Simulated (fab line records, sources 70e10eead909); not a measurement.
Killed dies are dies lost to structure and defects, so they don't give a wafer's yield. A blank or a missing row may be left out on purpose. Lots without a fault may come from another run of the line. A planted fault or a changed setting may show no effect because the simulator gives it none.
Which tool did it? | flow nand_harc | 24 lots, 72 wafers sampled, at 6 steps of a route of 1302

WHAT THE GAUGES READ, wafer by wafer
NHARC_A_SGD_CUT_OVL_MEAS_10. Usual: overlay_x_nm -0.1 nm, standard deviation 0.78; overlay_y_nm -0.1 nm, standard deviation 0.83.
lot  | measured     | on         | overlay_x_nm (nm) | overlay_y_nm (nm) | flag
L075 | day 19 16:34 | overlay-02 | 0.1 0.0 -0.9      | 0.6 0.4 0.4       |
L074 | day 19 17:34 | overlay-02 | -1.3 -1.3 -1.7    | -1.8 -2.2 -1.6    |
L076 | day 19 22:03 | overlay-01 | -0.6 -0.6 -0.6    | -0.9 -1.6 -0.9    |
L077 | day 20 11:29 | overlay-01 | -0.8 -0.3 -0.6    | -1.5 -1.6 -1.6    |
L078 | day 20 11:44 | overlay-01 | -0.9 -0.6 -0.9    | 1.4 1.5 1.3       |
L079 | day 21 05:55 | overlay-02 | 0.0 -0.1 0.0      | 1.2 0.7 1.0       |
L080 | day 22 06:47 | overlay-01 | 0.2 -0.1 0.1      | 0.6 0.5 0.0       |
L081 | day 22 06:27 | overlay-01 | -0.7 -0.7 -1.4    | -0.2 0.0 -0.2     |
L082 | day 22 16:16 | overlay-01 | 0.1 0.8 0.4       | 0.1 0.2 0.4       |
L083 | day 23 04:13 | overlay-01 | -0.9 -0.8 -0.2    | 0.1 0.1 0.2       |
L084 | day 23 04:31 | overlay-02 | -0.6 -0.1 0.1     | 0.0 0.5 0.8       |
L086 | day 24 03:04 | overlay-01 | 0.5 0.8 0.8       | -0.1 0.2 -0.6     |
L085 | day 24 03:28 | overlay-02 | 1.4 1.3 0.5       | -0.2 -0.4 0.0     |
L090 | day 25 12:04 | overlay-02 | 0.5 0.2 0.7       | -0.6 -0.8 -0.5    |
L087 | day 25 11:52 | overlay-02 | -0.4 -0.1 -0.7    | -0.5 -0.4 -0.2    |
L088 | day 25 19:40 | overlay-02 | -0.2 0.2 0.2      | 0.5 0.1 0.9       |
L089 | day 25 20:02 | overlay-01 | -0.4 0.6 0.1      | 0.5 0.5 0.3       |
L092 | day 26 03:39 | overlay-02 | 0.5 0.7 0.8       | 1.2 0.2 0.8       |
L091 | day 26 01:13 | overlay-01 | 1.4 1.3 0.8       | -0.3 -0.7 -0.9    |
L093 | day 27 08:46 | overlay-02 | -0.1 0.7 0.5      | 0.4 0.1 0.5       |
L094 | day 27 08:37 | overlay-01 | -0.6 -0.8 -0.8    | -0.2 -0.3 -0.4    |
L095 | day 28 08:26 | overlay-02 | 0.5 0.4 0.0       | -1.0 -0.7 -1.2    |
L096 | day 28 12:40 | overlay-01 | -0.2 0.7 0.4      | -0.9 -1.4 -0.4    |
L097 | day 29 16:58 | overlay-02 | -1.2 -1.8 -1.4    | 0.0 0.0 0.2       |

WHICH TOOL RAN EACH LOT (tool, then ch and the chambers of the sampled wafers, then the start)
lot  | NHARC_A_STAIRCASE_ETCH_271         | NHARC_A_STAIRCASE_STRIP_295                   | NHARC_A_STAIRCASE_STRIP_476        | NHARC_A_STAIRCASE_DEP_471       | NHARC_A_SGD_CUT_DEP_00
L075 | rie_diel-05 ch 1,2, day 16 16:11   | rie_diel-10 ch 0,2, day 17 17:57 or earlier   | rie_diel-11 ch 2,3, day 17 17:57   | pecvd-04 ch 0,2, day 19 15:00   | pecvd-03 ch 0,1, day 19 15:40
L074 | rie_diel-11 ch 1,2,3, day 16 17:44 | rie_diel-10 ch 1,2, day 17 18:56 or earlier   | rie_diel-05 ch 0,2, day 17 18:56   | pecvd-02 ch 1,2, day 19 16:01   | pecvd-01 ch 0,1,2, day 19 16:44
L076 | rie_diel-10 ch 0,1,2, day 17 00:50 | rie_diel-11 ch 0,1,2, day 17 23:53 or earlier | rie_diel-11 ch 0,2,3, day 17 23:53 | pecvd-02 ch 0,1,2, day 19 20:41 | pecvd-01 ch 0,1, day 19 21:22
L077 | rie_diel-10 ch 0,1, day 17 20:59   | rie_diel-11 ch 0,1, day 18 14:19 or earlier   | rie_diel-05 ch 0,1, day 18 14:19   | pecvd-04 ch 0,1,2, day 20 09:59 | pecvd-01 ch 0,1, day 20 10:40
L078 | rie_diel-10 ch 0,1,2, day 18 02:08 | rie_diel-10 ch 1,2, day 18 18:10 or earlier   | rie_diel-05 ch 0,1, day 18 18:10   | pecvd-04 ch 0,2, day 20 10:16   | pecvd-03 ch 0,2, day 20 10:56
L079 | rie_diel-11 ch 1,2,3, day 18 14:59 | rie_diel-11 ch 0,1, day 19 09:41 or earlier   | rie_diel-11 ch 1,2,3, day 19 09:41 | pecvd-02 ch 0,1,2, day 21 04:29 | pecvd-01 ch 0,1,2, day 21 05:10
L080 | rie_diel-10 ch 0,2, day 19 03:19   | rie_diel-11 ch 0,3, day 19 22:31 or earlier   | rie_diel-05 ch 0,2,3, day 19 22:31 | pecvd-03 ch 0,1, day 22 05:17   | pecvd-01 ch 0,1,2, day 22 06:00
L081 | rie_diel-10 ch 0,2, day 19 06:33   | rie_diel-11 ch 0,1,3, day 20 06:26 or earlier | rie_diel-11 ch 0,2, day 20 06:26   | pecvd-03 ch 1,2, day 22 05:05   | pecvd-03 ch 0,2, day 22 05:46
L082 | rie_diel-11 ch 0,2,3, day 19 19:58 | rie_diel-05 ch 0,1,2, day 20 11:40 or earlier | rie_diel-05 ch 1,2,3, day 20 11:40 | pecvd-03 ch 0,2, day 22 14:46   | pecvd-01 ch 1,2, day 22 15:27
L083 | rie_diel-11 ch 1,2,3, day 20 14:32 | rie_diel-11 ch 0,1,3, day 21 06:32 or earlier | rie_diel-11 ch 1,2,3, day 21 06:32 | pecvd-02 ch 0,1, day 23 02:51   | pecvd-03 ch 1,2, day 23 03:32
L084 | rie_diel-05 ch 0,1,2, day 20 19:44 | rie_diel-05 ch 2,3, day 21 12:51 or earlier   | rie_diel-11 ch 2,3, day 21 12:51   | pecvd-02 ch 0,1,2, day 23 03:01 | pecvd-01 ch 0,2, day 23 03:46
L086 | rie_diel-10 ch 0,1,3, day 21 09:18 | rie_diel-05 ch 0,1, day 22 04:36 or earlier   | rie_diel-10 ch 1,2, day 22 04:36   | pecvd-04 ch 0,2, day 24 01:43   | pecvd-01 ch 1,2, day 24 02:23
L085 | rie_diel-11 ch 2,3, day 21 10:49   | rie_diel-11 ch 0,2,3, day 22 03:59 or earlier | rie_diel-11 ch 1,3, day 22 03:59   | pecvd-02 ch 0,1, day 24 01:58   | pecvd-02 ch 0,1, day 24 02:39
L090 | rie_diel-05 ch 1,2,3, day 22 20:50 | rie_diel-10 ch 0,3, day 23 13:44 or earlier   | rie_diel-11 ch 0,2,3, day 23 13:44 | pecvd-04 ch 0,1, day 25 10:37   | pecvd-01 ch 1,2, day 25 11:18
L087 | rie_diel-05 ch 0,1,2, day 22 23:38 | rie_diel-11 ch 0,1,3, day 23 16:53 or earlier | rie_diel-10 ch 2,3, day 23 16:53   | pecvd-02 ch 1,2, day 25 10:22   | pecvd-02 ch 1,2, day 25 11:03
L088 | rie_diel-11 ch 0,2,3, day 23 00:56 | rie_diel-10 ch 1,2,3, day 23 21:49 or earlier | rie_diel-11 ch 1,2, day 23 21:49   | pecvd-03 ch 0,1,2, day 25 18:16 | pecvd-01 ch 0,1,2, day 25 18:56
L089 | rie_diel-11 ch 1,2,3, day 23 01:28 | rie_diel-11 ch 1,2,3, day 23 22:47 or earlier | rie_diel-11 ch 0,1,3, day 23 22:47 | pecvd-04 ch 1,2, day 25 18:23   | pecvd-03 ch 0,1,2, day 25 19:25
L092 | rie_diel-10 ch 0,2,3, day 23 12:28 | rie_diel-11 ch 0,1,3, day 24 05:21 or earlier | rie_diel-10 ch 1,2,3, day 24 05:21 | pecvd-02 ch 0,1,2, day 26 02:10 | pecvd-02 ch 0,1, day 26 02:51
L091 | rie_diel-11 ch 2,3, day 23 16:03   | rie_diel-05 ch 1,2, day 24 08:35 or earlier   | rie_diel-10 ch 0,1,3, day 24 08:35 | pecvd-03 ch 0,1, day 25 23:37   | pecvd-01 ch 0,1,2, day 26 00:27
L093 | rie_diel-10 ch 0,2,3, day 24 18:25 | rie_diel-05 ch 1,2, day 25 09:53 or earlier   | rie_diel-11 ch 0,1,2, day 25 09:53 | pecvd-03 ch 0,1, day 27 07:16   | pecvd-03 ch 0,2, day 27 07:58
L094 | rie_diel-05 ch 0,1,2, day 24 18:34 | rie_diel-11 ch 0,1,2, day 25 10:35 or earlier | rie_diel-10 ch 0,1,2, day 25 10:35 | pecvd-02 ch 1,2, day 27 07:09   | pecvd-02 ch 0,2, day 27 07:48
L095 | rie_diel-10 ch 1,3, day 25 15:02   | rie_diel-05 ch 0,1,2, day 26 10:56 or earlier | rie_diel-10 ch 1,3, day 26 10:56   | pecvd-02 ch 0,1, day 28 06:58   | pecvd-03 ch 0,2, day 28 07:40
L096 | rie_diel-11 ch 0,1,3, day 25 15:08 | rie_diel-05 ch 0,1, day 26 16:09 or earlier   | rie_diel-10 ch 0,2, day 26 16:09   | pecvd-03 ch 0,2, day 28 11:10   | pecvd-02 ch 0,2, day 28 11:53
L097 | rie_diel-11 ch 2,3, day 26 08:20   | rie_diel-05 ch 2,3, day 27 09:23 or earlier   | rie_diel-05 ch 1,2,3, day 27 09:23 | pecvd-04 ch 0,1,2, day 29 15:28 | pecvd-01 ch 0,1,2, day 29 16:09
- NHARC_A_STAIRCASE_ETCH_271: etches the open film in CF4/CHF3.
- NHARC_A_STAIRCASE_STRIP_295: strips in O2.
- NHARC_A_STAIRCASE_STRIP_476: strips in O2, time 20 s.
- NHARC_A_STAIRCASE_DEP_471: deposits SiO2, target thk 100 nm.
- NHARC_A_SGD_CUT_DEP_00: deposits SiNx, target thk 50 nm.

WHAT THE TOOLS THEMSELVES READ (means of the sampled wafers that have a number; where no wafer has one, the mark that the record gives instead)
NHARC_A_STAIRCASE_ETCH_271. Usual: drypump_motor_current_A 5.8 A, standard deviation 0.34; oes_product_au 0.953 a.u., standard deviation 0.025; rf_vpp_V 371.3 V, standard deviation 2.5; showerhead_plenum_p_Torr 1.59 Torr, standard deviation 0.071; throttle_valve_pct 16.802 %, standard deviation 0.0084.
lot  | tool        | drypump_motor_current_A (A) | oes_product_au (a.u.) | rf_vpp_V (V) | showerhead_plenum_p_Torr (Torr) | throttle_valve_pct (%) | flag
L075 | rie_diel-05 | 6.1                         | 0.983                 | 371.3        | 1.61                            | 16.799                 |
L074 | rie_diel-11 | 5.9                         | 0.964                 | 373.2        | 1.65                            | 16.799                 |
L076 | rie_diel-10 | 5.5                         | 0.969                 | 370.2        | 1.58                            | 16.802                 |
L077 | rie_diel-10 | 5.5                         | 0.957                 | 370.2        | 1.57                            | 16.799                 |
L078 | rie_diel-10 | 5.5                         | 0.960                 | 370.8        | 1.57                            | 16.793                 |
L079 | rie_diel-11 | 5.8                         | 0.948                 | 373.4        | 1.64                            | 16.800                 |
L080 | rie_diel-10 | 5.7                         | 0.951                 | 369.6        | 1.55                            | 16.803                 |
L081 | rie_diel-10 | 5.7                         | 0.950                 | 370.4        | 1.55                            | 16.801                 |
L082 | rie_diel-11 | 5.9                         | 0.967                 | 371.6        | 1.63                            | 16.799                 |
L083 | rie_diel-11 | 5.9                         | 0.909                 | 373.4        | 1.64                            | 16.802                 |
L084 | rie_diel-05 | 6.3                         | 0.983                 | 369.5        | 1.56                            | 16.806                 |
L086 | rie_diel-10 | 5.6                         | 0.917                 | 371.4        | 1.62                            | 16.800                 |
L085 | rie_diel-11 | 6.1                         | 0.930                 | 371.6        | 1.60                            | 16.804                 |
L090 | rie_diel-05 | 6.0                         | 0.958                 | 369.3        | 1.54                            | 16.804                 |
L087 | rie_diel-05 | 6.3                         | 0.985                 | 369.2        | 1.55                            | 16.803                 |
L088 | rie_diel-11 | 5.9                         | 0.950                 | 372.6        | 1.62                            | 16.802                 |
L089 | rie_diel-11 | 5.9                         | 0.949                 | 373.0        | 1.64                            | 16.806                 |
L092 | rie_diel-10 | 5.7                         | 0.966                 | 371.1        | 1.59                            | 16.808                 |
L091 | rie_diel-11 | 6.1                         | 0.929                 | 372.2        | 1.63                            | 16.794                 |
L093 | rie_diel-10 | 5.8                         | 0.978                 | 371.6        | 1.59                            | 16.802                 |
L094 | rie_diel-05 | 6.3                         | 0.939                 | 370.1        | 1.55                            | 16.810                 |
L095 | rie_diel-10 | 5.6                         | 0.978                 | 372.6        | 1.65                            | 16.807                 |
L096 | rie_diel-11 | 5.7                         | 0.929                 | 372.4        | 1.62                            | 16.801                 |
L097 | rie_diel-11 | 6.1                         | 0.967                 | 370.9        | 1.59                            | 16.810                 |

NHARC_A_STAIRCASE_STRIP_295. Usual: drypump_motor_current_A 5.9 A, standard deviation 0.35; o2_flow_sccm 500.2 sccm, standard deviation 1.3; oes_product_au 1.001 a.u., standard deviation 0.018; rf_vpp_V 57.9 V, standard deviation 0.92; showerhead_plenum_p_Torr 3.57 Torr, standard deviation 0.18; throttle_valve_pct 17.034 %, standard deviation 0.0086.
lot  | tool        | drypump_motor_current_A (A) | o2_flow_sccm (sccm) | oes_product_au (a.u.) | rf_vpp_V (V) | showerhead_plenum_p_Torr (Torr) | throttle_valve_pct (%) | flag
L075 | rie_diel-10 | 5.7                         | 499.4               | 1.005                 | 57.8         | 3.50                            | 17.029                 |
L074 | rie_diel-10 | 5.5                         | 501.8               | 1.012                 | 58.5         | 3.52                            | 17.033                 |
L076 | rie_diel-11 | 5.7                         | 499.1               | 0.989                 | 57.8         | 3.74                            | 17.032                 |
L077 | rie_diel-11 | 5.5                         | 501.3               | 1.009                 | 58.9         | 3.75                            | 17.034                 |
L078 | rie_diel-10 | 5.4                         | 502.0               | 1.003                 | 57.2         | 3.55                            | 17.032                 |
L079 | rie_diel-11 | 5.6                         | 502.5               | 1.003                 | 59.4         | 3.71                            | 17.032                 |
L080 | rie_diel-11 | 5.9                         | 500.4               | 1.003                 | 57.8         | 3.57                            | 17.037                 |
L081 | rie_diel-11 | 5.7                         | 500.0               | 0.987                 | 58.6         | 3.65                            | 17.032                 |
L082 | rie_diel-05 | 6.3                         | 500.4               | 1.007                 | 57.8         | 3.48                            | 17.028                 |
L083 | rie_diel-11 | 5.7                         | 500.7               | 0.988                 | 58.3         | 3.65                            | 17.030                 |
L084 | rie_diel-05 | 6.1                         | 500.0               | 1.025                 | 56.8         | 3.31                            | 17.027                 |
L086 | rie_diel-05 | 6.3                         | 499.8               | 1.015                 | 58.6         | 3.62                            | 17.037                 |
L085 | rie_diel-11 | 5.9                         | 499.6               | 1.001                 | 56.9         | 3.64                            | 17.036                 |
L090 | rie_diel-10 | 5.8                         | 500.0               | 0.999                 | 58.3         | 3.58                            | 17.037                 |
L087 | rie_diel-11 | 5.8                         | 501.7               | 0.993                 | 57.3         | 3.64                            | 17.038                 |
L088 | rie_diel-10 | 5.6                         | 499.8               | 0.996                 | 57.9         | 3.60                            | 17.027                 |
L089 | rie_diel-11 | 5.9                         | 500.6               | 0.988                 | 57.2         | 3.66                            | 17.036                 |
L092 | rie_diel-11 | 5.7                         | 500.3               | 0.995                 | 57.8         | 3.64                            | 17.045                 |
L091 | rie_diel-05 | 6.1                         | 500.1               | 0.995                 | 57.3         | 3.58                            | 17.036                 |
L093 | rie_diel-05 | 6.2                         | 500.0               | 1.008                 | 57.6         | 3.45                            | 17.038                 |
L094 | rie_diel-11 | 5.8                         | 499.8               | 0.986                 | 58.5         | 3.71                            | 17.039                 |
L095 | rie_diel-05 | 6.3                         | 500.8               | 0.996                 | 57.6         | 3.46                            | 17.029                 |
L096 | rie_diel-05 | 6.4                         | 499.4               | 1.002                 | 57.7         | 3.49                            | 17.036                 |
L097 | rie_diel-05 | 6.0                         | 497.9               | 0.999                 | 58.4         | 3.63                            | 17.044                 |

NHARC_A_STAIRCASE_STRIP_476. Usual: drypump_motor_current_A 5.9 A, standard deviation 0.37; o2_flow_sccm 500.1 sccm, standard deviation 1.6; oes_product_au 0.997 a.u., standard deviation 0.017; rf_vpp_V 57.9 V, standard deviation 0.83; showerhead_plenum_p_Torr 3.59 Torr, standard deviation 0.15; throttle_valve_pct 17.037 %, standard deviation 0.0099.
lot  | tool        | drypump_motor_current_A (A) | o2_flow_sccm (sccm) | oes_product_au (a.u.) | rf_vpp_V (V) | showerhead_plenum_p_Torr (Torr) | throttle_valve_pct (%) | flag
L075 | rie_diel-11 | 6.1                         | 498.5               | 0.990                 | 58.7         | 3.68                            | 17.036                 |
L074 | rie_diel-05 | 6.4                         | 501.0               | 1.005                 | 57.3         | 3.38                            | 17.042                 |
L076 | rie_diel-11 | 5.9                         | 499.9               | 0.989                 | 57.3         | 3.65                            | 17.033                 |
L077 | rie_diel-05 | 6.4                         | 499.0               | 1.019                 | 57.2         | 3.52                            | 17.038                 |
L078 | rie_diel-05 | 6.3                         | 504.5               | 1.012                 | 57.3         | 3.63                            | 17.044                 |
L079 | rie_diel-11 | 5.9                         | 499.8               | 0.985                 | 58.0         | 3.68                            | 17.041                 |
L080 | rie_diel-05 | 6.2                         | 499.7               | 1.019                 | 57.4         | 3.34                            | 17.034                 |
L081 | rie_diel-11 | 5.8                         | 499.2               | 0.979                 | 58.6         | 3.69                            | 17.041                 |
L082 | rie_diel-05 | 6.0                         | 499.3               | 1.010                 | 57.6         | 3.45                            | 17.036                 |
L083 | rie_diel-11 | 5.9                         | 500.8               | 0.985                 | 58.9         | 3.67                            | 17.030                 |
L084 | rie_diel-11 | 6.0                         | 498.2               | 1.012                 | 57.8         | 3.59                            | 17.035                 |
L086 | rie_diel-10 | 5.5                         | 500.4               | 0.996                 | 57.7         | 3.50                            | 17.029                 |
L085 | rie_diel-11 | 5.6                         | 499.0               | 0.987                 | 58.3         | 3.68                            | 17.035                 |
L090 | rie_diel-11 | 5.9                         | 500.3               | 0.990                 | 57.8         | 3.63                            | 17.031                 |
L087 | rie_diel-10 | 5.8                         | 498.9               | 1.006                 | 58.1         | 3.67                            | 17.034                 |
L088 | rie_diel-11 | 5.7                         | 500.5               | 0.983                 | 58.6         | 3.75                            | 17.040                 |
L089 | rie_diel-11 | 5.7                         | 499.5               | 0.997                 | 58.5         | 3.64                            | 17.042                 |
L092 | rie_diel-10 | 5.6                         | 499.5               | 0.998                 | 57.9         | 3.60                            | 17.029                 |
L091 | rie_diel-10 | 5.6                         | 500.9               | 0.993                 | 58.1         | 3.61                            | 17.031                 |
L093 | rie_diel-11 | 5.7                         | 499.4               | 0.987                 | 57.2         | 3.71                            | 17.041                 |
L094 | rie_diel-10 | 5.5                         | 501.8               | 0.979                 | 58.5         | 3.50                            | 17.028                 |
L095 | rie_diel-10 | 5.4                         | 499.4               | 0.997                 | 57.7         | 3.63                            | 17.034                 |
L096 | rie_diel-10 | 5.7                         | 498.8               | 1.001                 | 56.8         | 3.46                            | 17.033                 |
L097 | rie_diel-05 | 6.1                         | 500.4               | 0.999                 | 57.4         | 3.60                            | 17.044                 |

NHARC_A_STAIRCASE_DEP_471. Usual: heater_power_w 590 W, standard deviation 94; mfc_precursor_sccm 161.4 sccm, standard deviation 0.47; throttle_valve_pct 15.7 %, standard deviation 0.75.
lot  | tool     | heater_power_w (W) | mfc_precursor_sccm (sccm) | throttle_valve_pct (%) | flag
L075 | pecvd-04 | 583                | 161.3                     | 15.2                   |
L074 | pecvd-02 | 655                | 161.4                     | 15.9                   |
L076 | pecvd-02 | 592                | 161.7                     | 15.6                   |
L077 | pecvd-04 | 496                | 161.5                     | 15.1                   |
L078 | pecvd-04 | 475                | 161.3                     | 15.3                   |
L079 | pecvd-02 | 569                | 162.0                     | 15.6                   |
L080 | pecvd-03 | 662                | 161.7                     | 16.5                   |
L081 | pecvd-03 | 611                | 161.5                     | 16.5                   |
L082 | pecvd-03 | 600                | 161.4                     | 16.0                   |
L083 | pecvd-02 | 573                | 161.5                     | 16.3                   |
L084 | pecvd-02 | 625                | 161.1                     | 15.8                   |
L086 | pecvd-04 | 489                | 160.7                     | 15.2                   |
L085 | pecvd-02 | 539                | 161.1                     | 16.5                   |
L090 | pecvd-04 | 620                | 161.1                     | 15.5                   |
L087 | pecvd-02 | 652                | 161.4                     | 15.2                   |
L088 | pecvd-03 | 673                | 161.4                     | 15.8                   |
L089 | pecvd-04 | 484                | 161.3                     | 15.8                   |
L092 | pecvd-02 | 601                | 161.6                     | 15.6                   |
L091 | pecvd-03 | 622                | 161.4                     | 16.1                   |
L093 | pecvd-03 | 666                | 161.1                     | 15.9                   |
L094 | pecvd-02 | 672                | 162.0                     | 15.9                   |
L095 | pecvd-02 | 597                | 161.2                     | 16.3                   |
L096 | pecvd-03 | 619                | 161.2                     | 15.5                   |
L097 | pecvd-04 | 541                | 161.4                     | 15.3                   |

NHARC_A_SGD_CUT_DEP_00. Usual: heater_power_w 761 W, standard deviation 83.
lot  | tool     | heater_power_w (W) | flag
L075 | pecvd-03 | 782                |
L074 | pecvd-01 | 782                |
L076 | pecvd-01 | 826                |
L077 | pecvd-01 | 839                |
L078 | pecvd-03 | 768                |
L079 | pecvd-01 | 765                |
L080 | pecvd-01 | 763                |
L081 | pecvd-03 | 748                |
L082 | pecvd-01 | 694                |
L083 | pecvd-03 | 777                |
L084 | pecvd-01 | 747                |
L086 | pecvd-01 | 794                |
L085 | pecvd-02 | 745                |
L090 | pecvd-01 | 795                |
L087 | pecvd-02 | 780                |
L088 | pecvd-01 | 780                |
L089 | pecvd-03 | 761                |
L092 | pecvd-02 | 758                |
L091 | pecvd-01 | 717                |
L093 | pecvd-03 | 847                |
L094 | pecvd-02 | 758                |
L095 | pecvd-03 | 817                |
L096 | pecvd-02 | 662                |
L097 | pecvd-01 | 796                |

THE ANSWER, worked out from the rows above alone
Rule: a lot is off if the mean of its wafers that have a number lies more than 3 standard deviations from the usual mean. A lot without any number at a reading at which 4 lots or more have one is off too. The other lots that the step has rows for count as sound. The gauges are gone through in route order, then the tools' own readings, and for those a lot's mean is taken as printed above. The first step at which some lot is off is used, and at that step the reading that is off furthest; a lot without a number counts as furthest.
No lot is off at any reading shown: from this, nothing can be told.

WHAT THE SIMULATOR HAD PUT IN
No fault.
